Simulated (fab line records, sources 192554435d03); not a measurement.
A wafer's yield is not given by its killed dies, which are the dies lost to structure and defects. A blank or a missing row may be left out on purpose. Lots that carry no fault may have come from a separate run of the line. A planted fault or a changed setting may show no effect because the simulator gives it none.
Chamber matching    flow n5Finfet    4 sister chambers for N5_BEOL_M10_VIA_ETCH_34 on rieDiel-04
The step etches SiCOH lowk in C4F6/O2, target depth 184.5 nm, time 69.2 s. 18 wafers are shown with their chamber, then 9 later ones without.

== EACH WAFER AND ITS CHAMBER ==
wafer   chamber  showerheadPlenumPTorr (Torr)  drypumpMotorCurrentA (A)  rfVppV (V)
L078.1  1        2.77                          5.4                       653
L078.3  2        2.88                          5.4                       654
L078.4  0        2.79                          5.7                       660
L083.2  3        2.88                          5.6                       663
L083.3  1        2.77                          5.4                       652
L083.6  1        2.77                          5.4                       652
L082.2  1        2.77                          5.4                       651
L082.4  2        2.87                          5.4                       652
L082.5  3        2.88                          5.6                       661
L084.2  1        2.77                          5.4                       654
L084.3  2        2.87                          5.5                       652
L084.4  0        2.79                          5.8                       660
L085.1  1        2.77                          5.4                       652
L085.2  2        2.87                          5.4                       652
L085.3  0        2.79                          5.8                       658
L088.2  3        2.87                          5.6                       662
L088.3  1        2.76                          5.4                       651
L088.5  1        2.76                          5.4                       651

SIGNATURES, as means of the wafers listed above
reading                chamber 0  chamber 1  chamber 2  chamber 3  scatter within a chamber
showerheadPlenumPTorr  2.7900     2.7675     2.8725     2.8767     0.00456
drypumpMotorCurrentA   5.767      5.400      5.425      5.600      0.0318
rfVppV                 659.33     652.00     652.50     662.00     1.06
Rule: a wafer lies at a distance from a chamber equal to the root of the sum of squares, over the readings, of (its reading less the chamber's mean, divided by the reading's scatter). The wafer belongs to the nearest chamber; if the next one is less than 2 further off, it can't be placed. The scatter: the root of (the sum of the squares of (reading less its chamber's mean) over the shown wafers, divided by (wafers less chambers)).

== WAFERS MISSING THEIR CHAMBER ==
wafer   showerheadPlenumPTorr (Torr)  drypumpMotorCurrentA (A)  rfVppV (V)
L090.2  2.76                          5.4                       652
L090.3  2.87                          5.4                       653
L090.4  2.87                          5.6                       660
L093.1  2.86                          5.4                       653
L093.3  2.78                          5.7                       659
L093.6  2.78                          5.7                       660
L097.1  2.86                          5.7                       658
L097.3  2.86                          5.4                       652
L097.6  2.86                          5.6                       661

== CHAMBER TAKEN BY EACH ==
wafer   from the rows above  in truth
L090.2  1                    1
L090.3  2                    2
L090.4  3                    3
L093.1  2                    2
L093.3  0                    0
L093.6  0                    0
L097.1  3                    3
L097.3  2                    2
L097.6  3                    3
Correctly placed: 9 of 9. Not placeable from these rows: 0. Number placed wrongly: 0.
